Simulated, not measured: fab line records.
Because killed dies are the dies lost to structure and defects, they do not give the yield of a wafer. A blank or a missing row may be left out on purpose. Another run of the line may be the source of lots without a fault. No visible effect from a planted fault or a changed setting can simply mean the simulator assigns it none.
A lot that was struck, set against a sound lot | flow nand harc | 31 out of 1302 route steps
Sound: wafers L728.2, L728.5, L728.6. The struck wafers were L735.3, L735.4, L735.5. Last of all comes the cause.
At each step with rows: each side's tool, then ch and its chambers, then its first start. Under that, the readings that differ: sound wafers | struck wafers | difference of the means | sigmas: that difference in standard deviations of wafers without a fault.
alike: words and numbers the same on both sides, and readings whose means are apart by under 2 such deviations; not compared: readings that were withheld, readings missing a value for some wafer, numbers with overlapping values and no deviation given by the record, and bounds like >300 which may hide the same value.
A row with sigmas, a row that says differs or no value, or rows on one side alone: a step with any of these is where the two part. When numbers do not overlap yet have no deviation, they are printed without sigmas and do not part them. A reading missing from all wafers of one side parts the sides only when that side holds two or more wafers.

first, 3 steps without rows for these wafers: NHARC_A_CONTACT_EXPOSE_05 (exposes mask A CC); NHARC_A_CONTACT_PEB_06 (peb time 65 s); NHARC_A_CONTACT_DEVELOP_07 (develop time 35 s).
NHARC_A_CONTACT_CD_MEAS_08 targets a cd of 200 nm.
  sound on cd sem-03 ch 0, day 24 23:04; struck on cd sem-02 ch 0, day 27 04:28
  alike: cd nm
NHARC_A_CONTACT_OVL_MEAS_09:
  sound on overlay-02 at day 24 23:10; struck on overlay-01 at day 27 04:33
  alike: overlay x nm, overlay y nm
NHARC_A_CONTACT_INSPECT_10:
  sound on defect inspect-02 at day 24 23:11; struck on defect inspect-02 at day 27 04:35
  alike: raw defect count
then, 5 steps without rows for these wafers: NHARC_A_CONTACT_DESCUM_13 (chemistry O2, time 3 s); NHARC_A_CONTACT_ETCH_88 (etches the open film in CF4, target depth 39 nm, time 65 s); NHARC_A_CONTACT_ETCH_89 (etches the open film in N2/H2, target depth 260 nm, time 475.3 s); NHARC_A_CONTACT_ETCH_30 (etches the open film in CF4/CHF3, target depth 72.6 nm, time 36.3 s); NHARC_A_CONTACT_ETCH_31 (etches the open film in O2/COS, target depth 2800 nm, time 728 s).
NHARC_A_CONTACT_ETCH_134: etches the open film in C4F8/O2/Ar, time 140 s, target depth 700 nm.
  sound on har cap etch-03 ch 0,1, day 25 00:35; struck on har cap etch-03 ch 0,1, day 27 05:53
  alike: chamber pressure mTorr
  not compared: rf hours counter h
NHARC_A_CONTACT_ETCH_135: etches the open film in C4F8/O2/Ar, time 311 s, target depth 1912 nm.
  sound on har cap etch-03 ch 0,1, day 25 00:48; struck on har cap etch-03 ch 0,1, day 27 06:07
  alike: chamber pressure mTorr
  not compared: rf hours counter h
then, 3 steps without rows for these wafers: NHARC_A_CONTACT_ETCH_136 (etches the open film in C4F8/O2/Ar, time 311 s, target depth 1912 nm); NHARC_A_CONTACT_ETCH_137 (etches the open film in C4F8/O2/Ar, time 311 s, target depth 1912 nm); NHARC_A_CONTACT_ETCH_138 (etches the open film in C4F8/O2/Ar, time 311 s, target depth 1914 nm).
NHARC_A_CONTACT_ETCH_139: etches the open film in C4F8/O2/Ar, time 195 s, target depth 840 nm.
  sound on har cap etch-03 ch 0,1, day 25 01:53; struck on har cap etch-03 ch 0,1, day 27 07:13
  alike: chamber pressure mTorr
  not compared: rf hours counter h
then, 2 steps without rows for these wafers: NHARC_A_CONTACT_ETCH_92 (etches the open film in CH3F/O2, target depth 40 nm, time 85.7 s); NHARC_A_CONTACT_ETCH_98 (etches the open film in C4F6/O2, target depth 20 nm, time 10 s).
NHARC_A_CONTACT_CD_MEAS_15:
  sound on cd sem-02 at day 25 02:37; struck on cd sem-03 at day 27 07:53
  alike: cd nm
then, 3 steps without rows for these wafers: NHARC_A_CONTACT_STRIP_107 (strips in N2/H2); NHARC_A_CONTACT_STRIP_108 (strips in CF4/CHF3); NHARC_A_CONTACT_STRIP_109 (strips in O2/COS).
NHARC_A_CONTACT_ETCH_110: etches the open film in CF4/O2, target depth 60 nm, overetch 6 nm, time 33 s.
  sound on rie diel-05 ch 1,2,3, day 25 02:55; struck on rie diel-05 ch 1,2,3, day 27 08:11
  alike: cf4 flow sccm, chamber pressure mTorr, drypump motor current A, oes product au, rf fwd power W, rf vpp V, showerhead plenum p Torr, throttle valve pct
  not compared: rf hours counter h
then, 3 steps without rows for these wafers: NHARC_A_CONTACT_STRIP_26 (strips in O2); NHARC_A_CONTACT_STRIP_27 (strips in post etch residue remover, time 600 s); NHARC_A_CONTACT_ALD_18 (deposits TiN, target thk 3 nm, pulse time 1 s, ald cycles 150).
NHARC_A_CONTACT_CVD_19: deposits W, target thk 300 nm, time 802 s.
  sound: cvd w-01 ch 0,1; struck: cvd w-01 ch 0,1
  alike: heater power w, throttle valve pct
NHARC_A_CONTACT_CMP_20: polishes, t overpolish 30 s, target thk 300 nm.
  sound on cmp-02 ch 2,3, day 25 04:39; struck on cmp-02 ch 1,2,3, day 27 09:56
  alike: edge zone pressure frac, motor current A, overpolish run s, time to endpoint s
then, 1 step without rows for these wafers: NHARC_A_CONTACT_SRD_22.
-- jump in the record: it breaks off in module A_CONTACT and resumes in module END (first step shown: number 1302 of the route), and 3 days separate the struck wafers' starts before and after --
NHARC_END_SORT_01:
  the record has rows for the struck wafers here (prober-01 ch 0, day 30 10:43) and none for the sound ones

## WHERE THEY PART
Only at NHARC_END_SORT_01, within this record.

WHY: what the simulator had put in
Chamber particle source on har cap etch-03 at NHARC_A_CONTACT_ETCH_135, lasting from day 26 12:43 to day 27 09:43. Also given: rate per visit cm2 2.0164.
